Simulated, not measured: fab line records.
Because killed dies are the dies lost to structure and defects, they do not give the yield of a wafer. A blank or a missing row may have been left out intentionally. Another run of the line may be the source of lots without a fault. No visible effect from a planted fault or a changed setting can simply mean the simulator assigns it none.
Lot-split experiment    flow n5Finfet    route with 1938 steps; 7 lots, 21 wafers read

## ON THE SPLIT
At N5_BEOL_M5_HM_DEP_02 (deposits TiN, target thk 20 nm), the setting targetThkA was moved away from the recipe's 200 angstrom on 8 of the 21 wafers read, by -9.0% to +10.4%. For the rest of the wafers, this setting stayed at what the recipe calls for.

## FROM THE SPLIT TO THE READING: what the file shows between them, 6 steps
- N5_BEOL_M5_COAT_59: time 60 s, resist thk 60 nm (also split here: tempC)
- N5_BEOL_M5_COAT_60: time 60 s, resist thk 12 nm
- N5_BEOL_M5_COAT_71: time 60 s, resist thk 5 nm
- N5_BEOL_M5_STRIP_73: strips in N2/H2
- N5_BEOL_M5_STRIP_64: strips in CF4
- N5_BEOL_M5_HM_OPEN_17: chemistry Cl2/BCl3, target TiN, target depth 20 nm, overetch 6 nm

## THE READING
TiN_of_BEOL_M5_HM_DEP_02.thkNm (the simulator's own value, which no gauge read), in nm, at N5_BEOL_M5_TRENCH_ETCH_37 (etches SiCOH lowk in C4F6/O2, target depth 71.652 nm, time 24.7 s). The file does not state a usual value for it. The 13 wafers here that ran the recipe average 17.9 nm, standard deviation 0.29 nm.

wafer   tool, chamber at the split  targetThkA as run, angstrom  against the recipe  TiN_of_BEOL_M5_HM_DEP_02.thkNm, nm  against lot-mates on the recipe
L074.1  pvdSputter-03, -            200                          recipe              18                                  -
L074.5  pvdSputter-03, -            200                          recipe              18.2                                -
L074.6  pvdSputter-03, -            182.1                        -9.0%               16.2                                -1.9
L076.1  pvdSputter-03, -            215.6                        +7.8%               19.6                                +1.6
L076.5  pvdSputter-03, -            200                          recipe              17.8                                -
L076.6  pvdSputter-03, -            200                          recipe              18.2                                -
L084.1  pvdSputter-02, -            200                          recipe              18                                  -
L084.3  pvdSputter-02, -            200                          recipe              18.2                                -
L084.6  pvdSputter-02, -            200                          recipe              18.2                                -
L085.1  pvdSputter-03, -            220.8                        +10.4%              19.6                                +2.0
L085.5  pvdSputter-03, -            200                          recipe              17.6                                -
L085.6  pvdSputter-03, -            200                          recipe              17.6                                -
L087.1  pvdSputter-03, -            208.8                        +4.4%               18.8                                +0.8
L087.2  pvdSputter-03, -            200                          recipe              18                                  -
L087.3  pvdSputter-03, -            200                          recipe              18                                  -
L089.4  pvdSputter-01, -            214.1                        +7.1%               19.6                                no lot-mate on the recipe
L089.5  pvdSputter-01, -            214.1                        +7.1%               19.8                                no lot-mate on the recipe
L089.6  pvdSputter-01, -            214.1                        +7.1%               19.8                                no lot-mate on the recipe
L094.2  pvdSputter-02, -            200                          recipe              17.8                                -
L094.5  pvdSputter-02, -            200                          recipe              17.2                                -
L094.6  pvdSputter-02, -            190.8                        -4.6%               16.6                                -0.9

FIT RESULTS
A straight line over all 21 wafers: TiN_of_BEOL_M5_HM_DEP_02.thkNm changes by +0.215 nm for each +1% of targetThkA; r = +0.95; the points scatter about the line by 0.31 nm.
The same after taking each lot's own level away (the mean of its wafers on the recipe; 18 wafers): +0.2 nm for each +1%; r = +0.99; scatter 0.14 nm.
Per that fit: largest targetThkA move, reading shift of 2.1 nm.
The span of the lots' own levels, 17.50 to 18.13 nm, comes to 2.2 times the standard deviation stated above.
The two slopes agree, so the slope changes little with the lot-to-lot level.
Check: for one of the wafers moved furthest among these (+10.4%), held out of the fit, the line's prediction against its lot-mates is +2.12 nm. It came out at +2 nm against them.

## OTHER SPLITS APPLIED TO THESE WAFERS
Other splits were also applied to these wafers ahead of the reading. Each is held against what the fit with the lots' levels taken away leaves over:
other split on the same wafers  wafers away from the commonest value  r with TiN_of_BEOL_M5_HM_DEP_02.thkNm (lot level and that fit taken away)
N5_BEOL_M3_EXPOSE_25 doseMj     6                                     -0.02
N5_BEOL_M4_PECVD_72 tempC       4                                     +0.04
N5_BEOL_M4_COAT_05 spinRpm      5                                     -0.43
N5_BEOL_M5_COAT_59 tempC        5                                     -0.26

## THE WHOLE CHAIN: every reading that the file lists as answering this split, in the file's order
step                       what it does                                                       reading                                                                          change (the file's fit)                r (the file's)
N5_BEOL_M5_HM_DEP_02       deposits TiN, target thk 20 nm                                     TiN_of_BEOL_M5_HM_DEP_02.thkNm (the simulator's own value, which no gauge read)  +0.184 nm for each +1% of the setting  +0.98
N5_BEOL_M5_HM_OPEN_17      chemistry Cl2/BCl3, target TiN, target depth 20 nm, overetch 6 nm  etch.depthNm (the simulator's own value, which no gauge read)                    +0.188 nm for each +1% of the setting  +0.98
N5_BEOL_M5_TRENCH_ETCH_37  etches SiCOH lowk in C4F6/O2, target depth 71.652 nm, time 24.7 s  TiN_of_BEOL_M5_HM_DEP_02.thkNm (the simulator's own value, which no gauge read)  +0.2 nm for each +1% of the setting    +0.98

## FILE'S OWN FIT
TiN_of_BEOL_M5_HM_DEP_02.thkNm changes by +0.2 nm for each +1% of targetThkA, r = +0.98.
